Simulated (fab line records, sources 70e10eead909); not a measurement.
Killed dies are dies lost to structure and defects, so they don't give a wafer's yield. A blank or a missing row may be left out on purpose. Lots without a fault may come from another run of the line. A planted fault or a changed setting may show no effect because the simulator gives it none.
Which tool did it? | flow nand_harc | 24 lots, 72 wafers sampled, at 3 steps of a route of 1302

WHAT THE GAUGES READ, wafer by wafer
NHARC_P_STI_OCD_MEAS_43. Usual: trench_depth_nm 302 nm, standard deviation 3.4; trench_foot_cd_nm 158.9 nm, standard deviation 1.8.
lot  | measured     | on     | trench_depth_nm (nm) | trench_foot_cd_nm (nm) | flag
L074 | day 2 23:16  | ocd-01 | 298 301 301          | 159.6 160.5 157.0      |
L075 | day 3 05:58  | ocd-02 | 310 303 304          | 154.3 157.4 156.9      |
L076 | day 3 17:59  | ocd-01 | 308 307 306          | 159.4 157.0 162.2      |
L077 | day 4 03:20  | ocd-02 | 300 306 304          | 160.6 158.6 158.4      |
L078 | day 4 12:05  | ocd-01 | 301 300 297          | 160.7 160.2 157.0      |
L079 | day 4 21:57  | ocd-02 | 310 303 296          | 156.6 156.8 158.5      |
L080 | day 5 08:46  | ocd-02 | 301 303 300          | 162.9 159.2 159.4      |
L081 | day 5 19:03  | ocd-01 | 299 307 299          | 159.6 156.9 158.3      |
L082 | day 6 04:22  | ocd-02 | 304 303 300          | 160.8 156.9 158.8      |
L083 | day 6 16:42  | ocd-02 | 300 302 298          | 157.0 160.5 159.5      |
L084 | day 7 03:43  | ocd-01 | 306 301 301          | 157.2 161.7 161.0      |
L085 | day 7 10:26  | ocd-01 | 297 303 308          | 161.0 159.9 158.9      |
L086 | day 7 20:20  | ocd-02 | 300 302 299          | 160.6 159.5 161.0      |
L087 | day 8 06:08  | ocd-01 | 301 302 301          | 159.3 158.5 161.0      |
L088 | day 8 17:36  | ocd-02 | 304 299 300          | 156.4 157.9 155.2      |
L089 | day 9 03:58  | ocd-01 | 303 299 300          | 156.7 157.3 160.6      |
L090 | day 9 12:25  | ocd-02 | 300 306 305          | 156.3 157.9 155.7      |
L091 | day 9 22:11  | ocd-01 | 303 307 306          | 163.0 159.2 160.9      |
L092 | day 10 08:00 | ocd-02 | 305 304 304          | 156.8 156.9 157.9      |
L093 | day 10 17:50 | ocd-01 | 304 302 300          | 160.5 158.0 160.4      |
L094 | day 11 04:44 | ocd-02 | 299 299 302          | 163.1 160.4 158.1      |
L095 | day 11 18:25 | ocd-02 | 305 304 301          | 155.4 160.3 158.8      |
L096 | day 12 01:12 | ocd-02 | 302 305 305          | 160.5 160.1 160.6      |
L097 | day 12 09:40 | ocd-01 | 299 305 305          | 159.6 156.4 158.7      |

NHARC_P_M1_OVL_MEAS_10: pitch 260 nm. Usual: overlay_x_nm -0.2 nm, standard deviation 0.75; overlay_y_nm 0.0 nm, standard deviation 0.85.
lot  | measured     | on         | overlay_x_nm (nm) | overlay_y_nm (nm) | flag
L074 | day 6 05:27  | overlay-02 | 0.3 -0.4 0.4      | -0.2 -0.1 0.2     |
L075 | day 6 12:46  | overlay-01 | -1.0 -0.5 -0.8    | -0.4 -0.5 -1.1    |
L076 | day 7 01:52  | overlay-02 | -0.3 -0.3 -0.3    | 1.1 0.5 0.2       |
L077 | day 7 07:13  | overlay-01 | 0.6 0.6 1.4       | 0.5 1.2 0.7       |
L078 | day 7 17:56  | overlay-02 | -0.5 0.4 -0.4     | 1.0 0.6 0.5       |
L079 | day 8 04:31  | overlay-02 | 0.4 0.0 0.2       | -1.1 -1.4 -1.3    |
L080 | day 8 20:56  | overlay-02 | -1.1 -1.1 -0.8    | 1.3 0.7 1.7       |
L081 | day 9 04:39  | overlay-02 | -0.9 -0.8 -0.8    | 0.0 -0.8 -0.2     |
L082 | day 9 12:22  | overlay-02 | 0.7 0.5 0.4       | -1.0 -0.8 -1.0    |
L083 | day 10 03:15 | overlay-02 | 0.7 0.2 1.0       | -0.5 0.1 -0.5     |
L084 | day 10 10:44 | overlay-01 | -0.2 0.3 0.5      | -0.3 -0.7 -0.4    |
L085 | day 10 20:48 | overlay-02 | -0.7 -1.2 -0.9    | 0.9 0.6 0.8       |
L086 | day 11 00:10 | overlay-02 | 0.5 0.4 0.5       | 1.3 1.3 0.6       |
L087 | day 11 12:35 | overlay-01 | -1.4 -0.7 -0.9    | 0.0 -0.3 -0.4     |
L088 | day 12 14:21 | overlay-02 | -1.4 -1.1 -2.1    | -0.4 -0.3 -1.1    |
L089 | day 12 15:22 | overlay-02 | 0.1 0.6 0.9       | 0.3 -0.3 -0.2     |
L090 | day 13 00:52 | overlay-02 | -0.2 0.3 0.0      | 0.2 0.1 -0.2      |
L091 | day 13 03:10 | overlay-01 | 0.1 0.2 0.7       | -1.0 -0.7 -0.9    |
L092 | day 13 17:58 | overlay-01 | 0.8 0.5 0.8       | 0.0 -0.3 -0.4     |
L093 | day 14 09:47 | overlay-02 | -1.9 -1.7 -1.8    | 0.0 0.3 0.4       |
L094 | day 14 10:37 | overlay-02 | -1.0 -1.3 -0.7    | -0.5 0.7 -0.4     |
L095 | day 15 03:11 | overlay-02 | -0.1 -0.6 -0.2    | -1.6 -1.8 -2.6    |
L096 | day 15 06:59 | overlay-02 | -0.3 -0.5 -0.2    | -0.4 0.3 0.3      |
L097 | day 15 14:37 | overlay-02 | 0.2 0.4 0.9       | 1.0 1.9 0.8       |

WHICH TOOL RAN EACH LOT (tool, then ch and the chambers of the sampled wafers, then the start)
lot  | NHARC_P_CONTACT_ALD_22
L074 | ald_metal-03 ch 0,1, day 5 23:15
L075 | ald_metal-01 ch 0,2,3, day 6 06:31
L076 | ald_metal-04 ch 0,2,3, day 6 19:29
L077 | ald_metal-01 ch 0,1,2, day 7 00:28
L078 | ald_metal-01 ch 1,2,3, day 7 11:41
L079 | ald_metal-03 ch 1,2, day 7 22:19
L080 | ald_metal-04 ch 1,2, day 8 14:35
L081 | ald_metal-03 ch 0,1,2, day 8 21:50
L082 | ald_metal-04 ch 0,2,3, day 9 06:00
L083 | ald_metal-01 ch 0,2,3, day 9 21:02
L084 | ald_metal-04 ch 0,1,2, day 10 04:33
L085 | ald_metal-03 ch 1,2,3, day 10 14:24
L086 | ald_metal-01 ch 0,1,2, day 10 17:56
L087 | ald_metal-04 ch 2,3, day 11 06:17
L088 | ald_metal-04 ch 0,1,3, day 12 07:45
L089 | ald_metal-03 ch 1,3, day 12 08:20
L090 | ald_metal-01 ch 1,3, day 12 17:59
L091 | ald_metal-04 ch 1,2,3, day 12 21:00
L092 | ald_metal-01 ch 0,1,2, day 13 11:43
L093 | ald_metal-01 ch 0,3, day 14 03:37
L094 | ald_metal-03 ch 0,2,3, day 14 04:14
L095 | ald_metal-03 ch 1,2,3, day 14 20:55
L096 | ald_metal-01 ch 1,2, day 15 00:53
L097 | ald_metal-04 ch 0,2,3, day 15 08:22
- NHARC_P_CONTACT_ALD_22: deposits TiN, target thk 3 nm, pulse time 1 s, ald cycles 150.

WHAT THE TOOLS THEMSELVES READ (means of the sampled wafers that have a number; where no wafer has one, the mark that the record gives instead)
NHARC_P_CONTACT_ALD_22. Usual: heater_power_w 1064 W, standard deviation 92; precursor_pulse_height_rel 1.003, standard deviation 0.02.
lot  | tool         | heater_power_w (W) | precursor_pulse_height_rel | flag
L074 | ald_metal-03 | 948                | 1.012                      |
L075 | ald_metal-01 | 1060               | 1.004                      |
L076 | ald_metal-04 | 1059               | 0.992                      |
L077 | ald_metal-01 | 1039               | 0.987                      |
L078 | ald_metal-01 | 1094               | 1.015                      |
L079 | ald_metal-03 | 1151               | 0.991                      |
L080 | ald_metal-04 | 1102               | 1.002                      |
L081 | ald_metal-03 | 1034               | 1.007                      |
L082 | ald_metal-04 | 1080               | 0.978                      |
L083 | ald_metal-01 | 1055               | 0.992                      |
L084 | ald_metal-04 | 1053               | 1.019                      |
L085 | ald_metal-03 | 1127               | 0.987                      |
L086 | ald_metal-01 | 1014               | 1.010                      |
L087 | ald_metal-04 | 1093               | 0.994                      |
L088 | ald_metal-04 | 1074               | 0.999                      |
L089 | ald_metal-03 | 1156               | 1.013                      |
L090 | ald_metal-01 | 1084               | 1.024                      |
L091 | ald_metal-04 | 1089               | 0.991                      |
L092 | ald_metal-01 | 986                | 0.992                      |
L093 | ald_metal-01 | 991                | 1.001                      |
L094 | ald_metal-03 | 1033               | 1.012                      |
L095 | ald_metal-03 | 1140               | 0.986                      |
L096 | ald_metal-01 | 1039               | 1.025                      |
L097 | ald_metal-04 | 1059               | 1.004                      |

THE ANSWER, worked out from the rows above alone
Rule: a lot is off if the mean of its wafers that have a number lies more than 3 standard deviations from the usual mean. A lot without any number at a reading at which 4 lots or more have one is off too. The other lots that the step has rows for count as sound. The gauges are gone through in route order, then the tools' own readings, and for those a lot's mean is taken as printed above. The first step at which some lot is off is used, and at that step the reading that is off furthest; a lot without a number counts as furthest.
No lot is off at any reading shown: from this, nothing can be told.

WHAT THE SIMULATOR HAD PUT IN
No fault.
